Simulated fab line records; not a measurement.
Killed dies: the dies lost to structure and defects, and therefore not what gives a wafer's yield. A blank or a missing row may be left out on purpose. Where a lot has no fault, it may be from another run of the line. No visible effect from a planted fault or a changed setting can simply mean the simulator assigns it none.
fab line records | flow n5-finfet
record: lots: 4 | wafers: 12 | last-day: 18
route steps=1938 shown BEOL_M1@790 BEOL_M4@1111 PASSIVATION@1936
lots with no fault: from the same line, run without faults
start-h: hours from the record's opening day to when the first of the lot's shown wafers began | wait-h: hours from the lot's prior step to this one | " unchanged from the row above | L1.1+2: several wafers, shown together as one row | - value missing, or start not given | * or withheld: withheld | < > ~ a bound
route shown NAME@n: names a module that has steps shown in the file, with the first one's number in the route | usual: mean/standard deviation of fault-free wafers | same: alike in all rows | chamber/n: place in a boat | sites: per-site readings | _std_site: standard deviation across them | _edge_site: outer sites' mean less inner sites' | radius-mm: how far each site lies from the wafer's centre | mask NAME#n: copy n | behind: the last tool/chamber to shape the wafer | hold: reason for holding the lot/hours on hold/outcome of the hold | device: names the non-switching transistor (n, p or np) | end of line: at the end of the route, the tests of the same wafers | a step without rows: its recipe alone | killed: at the first sort, the dies lost to defects and structure; wafer yield is something else | map: per-die view of a wafer (x killed, . not killed, _ where there is no die)
set.NAME: setting as actually run; set.NAME@STEP: the setting as run at that earlier step | model.NAME: the simulator's own value behind a step, which no gauge read
a table for each step, a row for each wafer; lots at some steps of the route
services: a tool's chamber out of use, with start hour (start-h, from the record's first day; less than 0 if before it), hours out, and reason
== steps ==
step: N5_BEOL_M1_ETCH_77
recipe: chemistry: N2/H2 | target: underlayer | target-depth-a: 65 | mask-material: CAR-EUV | time-s: 5.2 | ion-energy-ev: 200 | pressure-mtorr: 30 | source-w: 840 | bias-w: 150 | n2-flow-sccm: 200 | h2-flow-sccm: 200 | ends: cleared
step: N5_BEOL_M1_ETCH_69
recipe: chemistry: CF4 | target: SiARC | target-depth-a: 156 | mask-material: CAR-EUV | time-s: 26 | ion-energy-ev: 80 | pressure-mtorr: 40 | source-w: 545 | bias-w: 36 | Ar_flow_sccm: 100 | cf4-flow-sccm: 100 | ends: cleared
step: N5_BEOL_M1_ALD_98
recipe: material: SiO2 | target-thk-a: 25 | temp-c: 100 | ald-precursor-family: BDEAS | ald-co-reactant: O2-plasma | pulse-time-s: 1 | co-reactant-pulse-time-s: 1 | purge-time-s: 2 | co-reactant-purge-time-s: 2 | ald-cycles: 17 | pressure-torr: 2
step: N5_BEOL_M1_ETCHBACK_99
recipe: chemistry: CHF3 | target: SiO2 | target-depth-a: 50 | time-s: 10.4 | source-w: 215 | bias-w: 47 | Ar_flow_sccm: 200 | CHF3_flow_sccm: 12 | ion-energy-ev: 100 | pressure-mtorr: 30
step: N5_BEOL_M1_ETCH_70
recipe: chemistry: N2/H2 | target: SOC | target-depth-a: 800 | overetch-a: 160 | mask-material: SiARC | temp-c: 40 | time-s: 120 | ion-energy-ev: 200 | pressure-mtorr: 30 | source-w: 840 | bias-w: 150 | n2-flow-sccm: 200 | h2-flow-sccm: 200
step: N5_BEOL_M1_STRIP_71
recipe: chemistry: N2/H2 | temp-c: 40 | n2-flow-sccm: 200 | h2-flow-sccm: 200 | rf-frequency-hz: 6e+07
step: N5_BEOL_M1_STRIP_78
recipe: chemistry: N2/H2 | temp-c: 40 | n2-flow-sccm: 200 | h2-flow-sccm: 200 | rf-frequency-hz: 6e+07
step: N5_BEOL_M1_VIA_ETCH_34
recipe: chemistry: C4F6/O2 | target-depth-a: 678 | mask-material: SOC | pressure-mtorr: 15 | ion-energy-ev: 250 | taper-deg: 4 | time-s: 64.4 | source-w: 350 | bias-w: 170 | Ar_flow_sccm: 300 | C4F6_flow_sccm: 10 | O2_flow_sccm: 10
step: N5_BEOL_M1_STRIP_83
recipe: chemistry: C4F6/O2 | resist: SiARC | rf-frequency-hz: 6e+07
step: N5_BEOL_M1_STRIP_36
recipe: chemistry: N2/H2 | power-w: 450 | temp-c: 40 | pressure-mtorr: 20 | rf-frequency-hz: 6e+07 | overash-fraction: 0.3 | bias-power-w: 7 | h2-frac: 0.5 | n2-flow-sccm: 200 | h2-flow-sccm: 200
step: N5_BEOL_M1_TRENCH_ETCH_37
recipe: chemistry: C4F6/O2 | target-depth-a: 552.07 | target: SiOC | time-s: 29 | ion-energy-ev: 250 | pressure-mtorr: 30 | source-w: 355 | bias-w: 185 | Ar_flow_sccm: 300 | C4F6_flow_sccm: 10 | O2_flow_sccm: 10
step: N5_BEOL_M1_ETCH_41
recipe: chemistry: CH3F/O2 | target: SiCN | target-depth-a: 319 | taper-deg: 2 | time-s: 57.8 | ion-energy-ev: 120 | mask-material: TiN | pressure-mtorr: 30 | source-w: 395 | bias-w: 75 | Ar_flow_sccm: 150 | CH3F_flow_sccm: 30 | O2_flow_sccm: 20
step: N5_BEOL_M1_STRIP_97
recipe: chemistry: N2/H2 | time-s: 10 | power-w: 450 | temp-c: 40 | pressure-mtorr: 20 | rf-frequency-hz: 6e+07 | bias-power-w: 7 | n2-flow-sccm: 200 | h2-flow-sccm: 200
usual: bias-power-w: 7.000/0.022 | chamber-pressure-mTorr: 20.000/0.021 | drypump-motor-current-A: 5.8/0.43 | h2-flow-sccm: 200.0/0.65 | oes-product-au: 0.79/0.094 | rf-vpp-V: 59.1/0.84 | showerhead-plenum-p-Torr: 2.53/0.086 | throttle-valve-pct: 23.6/0.33
lot.wafer | tool        | chamber | start-h | wait-h | bias-power-w | chamber-pressure-mTorr | drypump-motor-current-A | h2-flow-sccm | oes-product-au | rf-hours-counter-h | rf-vpp-V | showerhead-plenum-p-Torr | throttle-valve-pct
L568.1    | rie-diel-03 | 3       | 201.04  | -      | -            | -                      | -                       | -            | -              | -                  | -        | -                        | -
L568.2    | "           | 1       | "       | "      | -            | -                      | -                       | -            | -              | -                  | -        | -                        | -
L568.6    | "           | 1       | "       | "      | -            | -                      | -                       | -            | -              | -                  | -        | -                        | -
L569.1    | rie-diel-04 | 0       | 206.77  | -      | -            | -                      | -                       | -            | -              | -                  | -        | -                        | -
L569.2    | "           | 3       | "       | "      | -            | -                      | -                       | -            | -              | -                  | -        | -                        | -
L569.4    | "           | 2       | "       | "      | -            | -                      | -                       | -            | -              | -                  | -        | -                        | -
L572.2    | rie-diel-03 | 3       | 228.78  | -      | 7.029        | 20.029                 | 6.6                     | 200.2        | 0.80           | 103                | 58.0     | 2.44                     | 23.4
L572.5    | "           | 2       | "       | "      | 6.995        | 20.032                 | 5.3                     | 201.6        | 0.91           | -                  | 59.2     | 2.59                     | 23.7
L572.6    | "           | 3       | "       | "      | 7.033        | 20.003                 | 6.6                     | 200.6        | 0.80           | -                  | 57.8     | 2.44                     | 23.4
L579.1    | rie-diel-03 | 1       | 259.34  | -      | 6.989        | 19.990                 | 5.9                     | 199.4        | 0.70           | 224                | 58.0     | 2.50                     | 23.7
L579.2    | "           | 2       | "       | "      | 7.014        | 20.010                 | 5.3                     | 200.6        | 0.89           | 38                 | 61.3     | 2.59                     | 23.7
L579.3    | "           | 0       | "       | "      | 7.011        | 19.988                 | 5.5                     | 198.1        | 0.95           | 6                  | 58.9     | 2.60                     | 23.1
step: N5_BEOL_M1_HM_STRIP_39
recipe: chemistry: peroxide-tin-strip | material: TiN | target-depth-a: 250 | temp-c: 50 | time-s: 158
step: N5_BEOL_M1_SRD_40
recipe: time-s: 30 | temp-c: 23 | rinse-liquid: diw | dry: ipa-marangoni
step: N5_BEOL_M1_PRECLEAN_42
recipe: chemistry: residue-remover | time-s: 60 | temp-c: 40
step: N5_BEOL_M1_SRD_43
recipe: time-s: 30 | temp-c: 23 | rinse-liquid: diw | dry: ipa-marangoni
step: N5_BEOL_M1_DEGAS_44
recipe: ambient: vacuum | temp-c: 250 | time-s: 60
step: N5_BEOL_M1_PRE_CLEAN_45
recipe: gas: H2/He | time-s: 30 | temp-c: 250
step: N5_BEOL_M1_ALD_84
recipe: material: TaN | target-thk-a: * | temp-c: 275 | ald-precursor-family: PDMAT | ald-co-reactant: NH3 | pressure-torr: 3 | carrier-flow-sccm: 1500 | pulse-time-s: 2 | purge-time-s: 3 | co-reactant-purge-time-s: 2 | co-reactant-pulse-time-s: 3 | ald-cycles: 30 | precursor-vessel-temp-c: 75 | precursor-vessel-pressure-torr: 26.25 | precursor-vessel-carrier-sccm: 1000
step: N5_BEOL_M1_SURFACE_TREAT_85
recipe: gas: Ar | time-s: * | ion-energy-ev: * | ion-current-ma-cm2: 0.5 | pressure-mtorr: * | ar-flow-sccm: 30
step: N5_BEOL_M1_CVD_47
recipe: material: Co | target-thk-a: 30 | temp-c: withheld | precursor: CCTBA/H2 | pressure-torr: 30 | time-s: 223.8
step: N5_BEOL_M1_SPUTTER_48
recipe: material: Cu | target-thk-a: 45 | temp-c: -20 | chamber-pressure-pa: 0.07 | power-w: withheld | time-s: 8.29
step: N5_BEOL_M1_ANNEAL_49
recipe: temp-c: 400 | time-s: 240 | ambient: vacuum
step: N5_BEOL_M1_SPUTTER_79
recipe: material: Cu | target-thk-a: 45 | temp-c: -20 | chamber-pressure-pa: 0.07 | power-w: withheld | time-s: 8.29
step: N5_BEOL_M1_ANNEAL_80
recipe: temp-c: 400 | time-s: 240 | ambient: vacuum
step: N5_BEOL_M1_SPUTTER_81
recipe: material: Cu | target-thk-a: 45 | temp-c: -20 | chamber-pressure-pa: 0.07 | power-w: withheld | time-s: 8.29
step: N5_BEOL_M1_ANNEAL_82
recipe: temp-c: 400 | time-s: 240 | ambient: vacuum
step: N5_BEOL_M1_SPUTTER_86
recipe: material: Cu | target-thk-a: 45 | temp-c: -20 | chamber-pressure-pa: 0.07 | power-w: withheld | time-s: 8.29
step: N5_BEOL_M1_ANNEAL_87
recipe: temp-c: 400 | time-s: 240 | ambient: vacuum
step: N5_BEOL_M1_SPUTTER_88
recipe: material: Cu | target-thk-a: 45 | temp-c: -20 | chamber-pressure-pa: 0.07 | power-w: withheld | time-s: 8.29
step: N5_BEOL_M1_ANNEAL_89
recipe: temp-c: 400 | time-s: 240 | ambient: vacuum
step: N5_BEOL_M1_SPUTTER_90
recipe: material: Cu | target-thk-a: 45 | temp-c: -20 | chamber-pressure-pa: 0.07 | power-w: withheld | time-s: 8.29
step: N5_BEOL_M1_ANNEAL_91
recipe: temp-c: 400 | time-s: 240 | ambient: vacuum
step: N5_BEOL_M1_SPUTTER_92
recipe: material: Cu | target-thk-a: 45 | temp-c: -20 | chamber-pressure-pa: 0.07 | power-w: withheld | time-s: 8.29
step: N5_BEOL_M1_ANNEAL_93
recipe: temp-c: 400 | time-s: 240 | ambient: vacuum
step: N5_BEOL_M1_SPUTTER_94
recipe: material: Cu | target-thk-a: 45 | temp-c: -20 | chamber-pressure-pa: 0.07 | power-w: withheld | time-s: 8.29
step: N5_BEOL_M1_ANNEAL_95
recipe: temp-c: 400 | time-s: 240 | ambient: vacuum
step: N5_BEOL_M1_SPUTTER_96
recipe: material: Cu | target-thk-a: 45 | temp-c: -20 | chamber-pressure-pa: 0.07 | power-w: withheld | time-s: 8.29
step: N5_BEOL_M1_ECD_50
recipe: material: Cu | target-thk-a: 3000
step: N5_BEOL_M4_RC_MEAS_101
usual: DIBL_N: 35.8/1.4 | DIBL_P: 35.8/1.6 | IOFF_N: 0.152/0.021 | IOFF_P: 0.204/0.027 | ION_N: 672/8.7 | ION_P: 461/6.2 | SS_N: 71.5/0.54 | SS_P: 73.1/0.57 | VT_N: 250.0/2.5 | VT_P: -250.6/2.7
lot.wafer | tool      | chamber | start-h | wait-h | DIBL_N[mV/V] | DIBL_P[mV/V] | IOFF_N[nA/um] | IOFF_P[nA/um] | ION_N[uA/um] | ION_P[uA/um] | SS_N[mV/dec] | SS_P[mV/dec] | VT_N[mV] | VT_P[mV]
L568.1    | prober-01 | 0       | 241.18  | 0.0    | 35.3         | 34.2         | 0.126         | 0.164         | 656          | 453          | 71.1         | 74.1         | 255.8    | -256.2
L568.2    | "         | 0       | "       | "      | 36.9         | 36.6         | 0.159         | 0.191         | 665          | 452          | 71.5         | 73.7         | 250.3    | -252.3
L568.6    | "         | 0       | "       | "      | 34.0         | 32.9         | 0.110         | 0.148         | 646          | 450          | 71.8         | 72.7         | 254.8    | -256.4
L569.1    | prober-01 | 0       | 259.11  | 0.0    | 35.5         | 36.0         | 0.158         | 0.193         | 677          | 460          | 72.0         | 73.8         | 250.1    | -252.1
L569.2    | "         | 0       | "       | "      | 36.7         | 37.3         | 0.162         | 0.207         | 663          | 453          | 71.8         | 73.9         | 251.6    | -252.1
L569.4    | "         | 0       | "       | "      | 36.9         | 37.5         | 0.172         | 0.209         | 683          | 467          | 72.8         | 73.9         | 248.7    | -251.3
L572.2    | prober-02 | 0       | 269.78  | 0.2    | 33.7         | 33.9         | 0.118         | 0.161         | 656          | 452          | 71.0         | 72.4         | 253.8    | -254.8
L572.5    | "         | 0       | "       | "      | 33.9         | 34.6         | 0.120         | 0.166         | 658          | 452          | 71.0         | 72.8         | 253.3    | -254.3
L572.6    | "         | 0       | "       | "      | 35.3         | 35.7         | 0.142         | 0.190         | 663          | 455          | 71.5         | 72.5         | 249.9    | -252.3
L579.1    | prober-01 | 0       | 309.44  | 0.0    | 36.3         | 36.1         | 0.183         | 0.240         | 677          | 469          | 71.2         | 73.5         | 248.6    | -248.9
L579.2    | "         | 0       | "       | "      | 34.4         | 33.9         | 0.136         | 0.182         | 667          | 460          | 71.5         | 73.2         | 250.8    | -250.1
L579.3    | "         | 0       | "       | "      | 36.1         | 36.1         | 0.165         | 0.213         | 674          | 467          | 71.1         | 72.9         | 250.0    | -249.5
step: N5_PASSIVATION_PROBE_49
usual: defect-limited-yield: 91.6/1.4 | killed_at_M0_to_M3: 33/9.7 | killed_at_M4_up: 13/5.4 | killed-at-contacts: 13/6.6 | killed-at-front-end: 36/11 | killed-at-other: 3.9/3 | killed-dies: 99/16 | killed-open: 66/12 | killed-short: 32/7.9 | sort_bin_5_function: 4.9/0.9 | sort_bin_6_memory: 3.2/0.67 | sort-n-pass: 1081/16 | sort-yield-pct: 91.6/1.4
same: gross-dies: 1180 | killed-at-back-side: 0 | sort_bin_4_leakage[%]: 0 | sort_bin_8_speed[%]: 0
lot.wafer | tool      | chamber | start-h | wait-h | defect-limited-yield[%] | killed_at_M0_to_M3 | killed_at_M4_up | killed-at-contacts | killed-at-front-end | killed-at-other | killed-dies | killed-open | killed-short | sort_bin_5_function[%] | sort_bin_6_memory[%] | sort-n-pass | sort-yield-pct[%]
L568.1    | prober-01 | -       | 339.22  | 0.0    | 85.9                    | 92                 | 8               | 10                 | 48                  | 8               | 166         | 121         | 43           | 8.2                    | 5.6                  | 1014        | 85.9
L568.2    | prober-01 | -       | 339.27  | 0.1    | 86.3                    | 102                | 8               | 12                 | 34                  | 6               | 162         | 127         | 33           | 8.3                    | 4.8                  | 1018        | 86.3
L568.6    | prober-01 | -       | 339.47  | 0.3    | 84.2                    | 126                | 5               | 18                 | 37                  | 1               | 187         | 136         | 51           | 9.0                    | 6.4                  | 993         | 84.2
L569.1    | prober-02 | -       | 364.86  | 0.0    | 87.5                    | 97                 | 6               | 7                  | 35                  | 3               | 148         | 108         | 39           | 8.1                    | 4.1                  | 1032        | 87.5
L569.2    | prober-02 | -       | 364.91  | 0.1    | 85.7                    | 103                | 16              | 15                 | 29                  | 6               | 169         | 130         | 39           | 8.5                    | 5.6                  | 1011        | 85.7
L569.4    | prober-02 | -       | 365.01  | 0.2    | 84.8                    | 106                | 22              | 11                 | 33                  | 7               | 179         | 125         | 51           | 8.2                    | 6.3                  | 1001        | 84.8
L572.2    | prober-01 | -       | 370.97  | 0.1    | 92.4                    | 28                 | 16              | 9                  | 35                  | 2               | 90          | 67          | 20           | 4.4                    | 3.1                  | 1090        | 92.4
L572.5    | prober-01 | -       | 371.12  | 0.2    | 93.2                    | 27                 | 13              | 1                  | 33                  | 6               | 80          | 47          | 33           | 4.1                    | 2.5                  | 1100        | 93.2
L572.6    | prober-01 | -       | 371.17  | 0.3    | 90.3                    | 47                 | 6               | 12                 | 42                  | 8               | 115         | 74          | 34           | 5.7                    | 3.5                  | 1065        | 90.3
L579.1    | prober-01 | -       | 421.25  | 0.0    | 90.4                    | 53                 | 21              | 19                 | 17                  | 3               | 113         | 80          | 33           | 4.6                    | 4.8                  | 1067        | 90.4
L579.2    | prober-01 | -       | 421.30  | 0.1    | 92.8                    | 27                 | 9               | 15                 | 29                  | 5               | 85          | 58          | 27           | 4.6                    | 2.4                  | 1095        | 92.8
L579.3    | prober-01 | -       | 421.35  | 0.1    | 91.9                    | 30                 | 12              | 31                 | 20                  | 2               | 95          | 71          | 24           | 5.1                    | 2.8                  | 1085        | 91.9
killed by level:class
L568.1 BEOL_M1:geometric-particle:open=55 STI_FIN_REVEAL:geometric-particle:open=19 BEOL_M1:geometric-particle:short=13 MOL_CONTACT_COAG:geometric-particle:open=9 BEOL_M2:geometric-particle:open=7 PASS1_CAP:geometric-particle:short=6 BEOL_M0_SAQP:geometric-particle:open=5 BEOL_M0_SAQP:geometric-particle:short=4
L568.2 BEOL_M1:geometric-particle:open=70 MOL_CONTACT_COAG:geometric-particle:open=10 BEOL_M1:geometric-particle:short=10 BEOL_M0_SAQP:geometric-particle:open=9 BEOL_M2:geometric-particle:open=8 STI_FIN_REVEAL:geometric-particle:open=6 DUMMY_GATE:geometric-particle:short=6 FIN_SAQP:geometric-particle:short=3
L568.6 BEOL_M1:geometric-particle:open=71 BEOL_M1:geometric-particle:short=22 MOL_CONTACT_COAG:geometric-particle:open=16 BEOL_M2:geometric-particle:open=12 BEOL_M0_SAQP:geometric-particle:short=9 STI_FIN_REVEAL:geometric-particle:open=8 BEOL_M0_SAQP:geometric-particle:open=7 FIN_SAQP:geometric-particle:open=5
L569.1 BEOL_M1:geometric-particle:open=56 BEOL_M1:geometric-particle:short=20 FIN_SAQP:geometric-particle:open=13 FIN_SAQP:geometric-particle:short=7 MOL_CONTACT_COAG:geometric-particle:open=7 BEOL_M0_SAQP:geometric-particle:open=7 BEOL_M2:geometric-particle:open=7 STI_FIN_REVEAL:geometric-particle:open=5
L569.2 BEOL_M1:geometric-particle:open=64 BEOL_M1:geometric-particle:short=18 MOL_CONTACT_COAG:geometric-particle:open=15 FIN_SAQP:geometric-particle:open=11 BEOL_M2:geometric-particle:open=9 DUMMY_GATE:geometric-particle:open=5 BEOL_M0_SAQP:geometric-particle:short=5 BEOL_M5:geometric-particle:open=5
L569.4 BEOL_M1:geometric-particle:open=66 BEOL_M1:geometric-particle:short=20 BEOL_M4:geometric-particle:open=13 FIN_SAQP:geometric-particle:open=7 MOL_CONTACT_COAG:geometric-particle:open=7 STI_FIN_REVEAL:geometric-particle:open=6 BEOL_M2:geometric-particle:open=6 BEOL_M4:geometric-particle:short=5
L572.2 STI_FIN_REVEAL:geometric-particle:open=11 BEOL_M4:geometric-particle:open=9 BEOL_M0:geometric-particle:open=9 MOL_CONTACT_COAG:geometric-particle:open=6 BEOL_M0_SAQP:geometric-particle:open=5 STARTING-WAFER:geometric-particle:open=5 BEOL_M2:geometric-particle:open=4 FIN_SAQP:geometric-particle:open=3
L572.5 GATE_CUT:geometric-particle:short=8 BEOL_M0_SAQP:geometric-particle:short=8 STI_FIN_REVEAL:geometric-particle:open=6 BEOL_M2:geometric-particle:open=6 BEOL_M0_SAQP:geometric-particle:open=5 GATE_CUT:geometric-particle:open=4 STARTING-WAFER:geometric-particle:short=4 ILD0:geometric-particle:short=3
L572.6 STI_FIN_REVEAL:geometric-particle:open=19 BEOL_M0_SAQP:geometric-particle:open=14 BEOL_M0_SAQP:geometric-particle:short=12 MOL_CONTACT_COAG:geometric-particle:open=8 BEOL_M2:geometric-particle:open=7 MIM_TOP:geometric-particle:short=6 GATE_CUT:geometric-particle:short=5 BEOL_M0:geometric-particle:open=5
L579.1 MOL_CONTACT_COAG:geometric-particle:open=16 BEOL_M0_SAQP:geometric-particle:open=13 BEOL_M0_SAQP:geometric-particle:short=13 BEOL_M4:geometric-particle:open=11 BEOL_M1:geometric-particle:open=10 BEOL_M3:geometric-particle:open=9 BEOL_M1:geometric-particle:short=4 STI_FIN_REVEAL:geometric-particle:open=3
L579.2 MOL_CONTACT_COAG:geometric-particle:open=13 BEOL_M0_SAQP:geometric-particle:open=10 BEOL_M3:geometric-particle:open=6 FIN_SAQP:geometric-particle:open=5 BEOL_M1:geometric-particle:open=5 FIN_SAQP:geometric-particle:short=4 GATE_CUT:geometric-particle:short=4 DUMMY_GATE:geometric-particle:open=3
L579.3 MOL_CONTACT_COAG:geometric-particle:open=25 BEOL_M1:geometric-particle:open=8 DUMMY_GATE:geometric-particle:open=7 BEOL_M0_SAQP:geometric-particle:short=7 BEOL_M0_SAQP:geometric-particle:open=7 MOL_CONTACT_COAG:geometric-particle:short=6 BEOL_M3:geometric-particle:open=6 BEOL_M4:geometric-particle:open=6
map L568.6 (x killed, . not)
_________________............________________
______________.....x...xx.x..x.._____________
___________x......x...x...x......x.__________
__________...........x........x...x._________
________...x........x.............xxx._______
_______.......x....x...........x....x..______
______..x...x..........x.....x.....xx..._____
_____.....x............x.................____
____.x........x.x..x...........x..........___
___...x...........x..x....x...x.......x....__
___........x..x..........x.....x......x...x__
__.......x........x.......x...........x..x.._
__x...x.....x.....x.................x......._
_...........x............x..........x.x..x.x.
_....x....x.........x.x..........xx........x.
_...xx......x.......x.x.x.................x..
_.........x...x....x....x.x..x.........x..xx.
_......x.....xx...............x....x.x......x
_.......x.x.x.xx..x.x......x...........x....x
_..x...............................xx......x.
_x......x..x...x.x..xxx............x.......x.
__.x...x.......xx..........x.x.........xx..x_
__...x..x..........x..x.......x............._
___.x...x...x.........x........x.....x..x..__
___..x..xx....x....x....x.x.........x...xx.__
____....x............x.x......xx.....x.x..___
_____...xx........x......x...x...x.x.....____
______...............xx................._____
_______...x....................xxx....x______
________....x.....x...x..x...x.......x_______
__________..x..x..............x...x._________
___________...xx..........x.....xx.__________
______________.......x.........._____________
_________________......xx....________________
map L569.4 (x killed, . not)
_________________.......x....________________
______________x.x.....x......xx._____________
___________.........x............x.__________
__________..........x.....x........x_________
________.x............x............x.._______
_______.x...x......x........x...x.x....______
______...xx...x.x.........xx.......xx..._____
_____....x.................x......xx...xx____
____....................................xx___
___.......x.....xx..........x.x......x.x...__
___..........x....xx......x.....x..........__
__...x.x..........x........x................_
__.....x...........x..................x....._
_..x............x.............xx....x....x..x
_x..xxx..........x.x.xx.........x....xx..x...
_...x..x........x.x.x..xx........x..x...x....
_....x....x....x............x.x.....x...x....
_x..xx.x....................x................
_.x...x.......x.......xx...x.xxx........x....
_...x....x...x............x...........x....x.
_x..x..........x....xx............xx......x..
__.x.....x..x.......x.....x................._
__....x..x......x.................xxx......._
___......x...x...............x...........x.__
___....x...xx....x...............x.x.x.....__
____.x...x.......x.x.......x.x....x.x.....___
_____.......xx....x......................____
______...........x.....................x_____
_______....x.................x........x______
________....x........x.x.x.....x..x..x_______
__________..x....xx...x........x...._________
___________..x............x.....xx.__________
______________..x........xx....._____________
_________________.x.........x________________
== services ==
tool        | chamber | start-h | hours | kind
rie-diel-04 | 3       | 195.40  | 5.2   | repair
rie-diel-04 | -       | 207.32  | 0.2   | repair
rie-diel-03 | 0       | 226.00  | -     | clean
rie-diel-03 | 0       | 226.00  | -     | consumable-replace:focus-ring
rie-diel-03 | 0       | 226.00  | 14.0  | scheduled-down
rie-diel-03 | 0       | 226.00  | 14.0  | vent-cycle
== key ==
first-sign: step: N5_BEOL_M1_STRIP_97 | reading: tool-record | direction: missing
effect: step: N5_PASSIVATION_PROBE_49 | reading: killed_at_M0_to_M3 | direction: up | sigmas: 7.3 | usual: 33 | struck: 104
more-kills-born-at: N5_BEOL_M1_STRIP_97@rie-diel-03: 232 | N5_BEOL_M1_STRIP_97@rie-diel-04: 222
met-at N5_BEOL_M1_STRIP_97
struck-wafers L568.1,L568.2,L568.6,L569.1,L569.2,L569.4
fault: kind: skipped-step-whole | tool: rie-diel-03,rie-diel-04 | chamber: - | onset-h: 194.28 | steps: N5_BEOL_M1_STRIP_97 | scope: struck-lots-only
